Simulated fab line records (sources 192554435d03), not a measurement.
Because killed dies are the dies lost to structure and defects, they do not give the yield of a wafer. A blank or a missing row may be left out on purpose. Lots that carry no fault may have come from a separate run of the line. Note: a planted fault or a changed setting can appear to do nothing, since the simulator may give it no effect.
Chamber matching | flow n5 finfet | N5_BEOL_M8_ETCH_72 on rie diel-03 has 4 sister chambers
The step etches underlayer in N2/H2, target depth 6.5 nm, time 5.2 s. 8 wafers are shown with their chamber, then 8 later ones without.

== WAFERS, EACH WITH ITS CHAMBER ==
wafer  | chamber | throttle valve pct (%) | showerhead plenum p Torr (Torr)
L076.2 | 2       | 17.86                  | 2.54
L083.3 | 2       | 17.86                  | 2.54
L086.4 | 1       | 18.07                  | 2.57
L086.5 | 1       | 18.05                  | 2.57
L086.6 | 0       | 17.99                  | 2.48
L089.4 | 0       | 18.04                  | 2.48
L089.6 | 3       | 17.49                  | 2.44
L092.1 | 3       | 17.49                  | 2.45

== WAFERS WHOSE CHAMBER IS MISSING ==
wafer  | throttle valve pct (%) | showerhead plenum p Torr (Torr)
L092.4 | 17.90                  | 2.53
L092.5 | 18.09                  | 2.57
L094.2 | 17.47                  | 2.44
L094.5 | 18.06                  | 2.57
L094.6 | 17.87                  | 2.53
L097.1 | 17.91                  | 2.53
L097.2 | 18.08                  | 2.47
L097.5 | 17.91                  | 2.53

== CHAMBER TAKEN BY EACH ==
wafer  | from the rows above | in truth
L092.4 | 2                   | 2
L092.5 | 1                   | 1
L094.2 | 3                   | 3
L094.5 | 1                   | 1
L094.6 | 2                   | 2
L097.1 | 2                   | 2
L097.2 | 0                   | 0
L097.5 | 2                   | 2
Placed correctly: 8 of 8. Number that these rows cannot place: 0. Placed wrongly: 0.
How it was worked out, from the rows above alone: a wafer's distance from a chamber is the root of the sum, over the readings, of the square of ((its reading less the chamber's mean) divided by the reading's scatter). If the next closest chamber is less than 2 further off than the closest, the wafer can't be placed; otherwise it belongs to the closest. A chamber's mean is the mean of its shown wafers. The scatter: take each reading less its chamber's mean, square it, sum over the shown wafers, divide by the number of wafers less the number of chambers, and take the root.
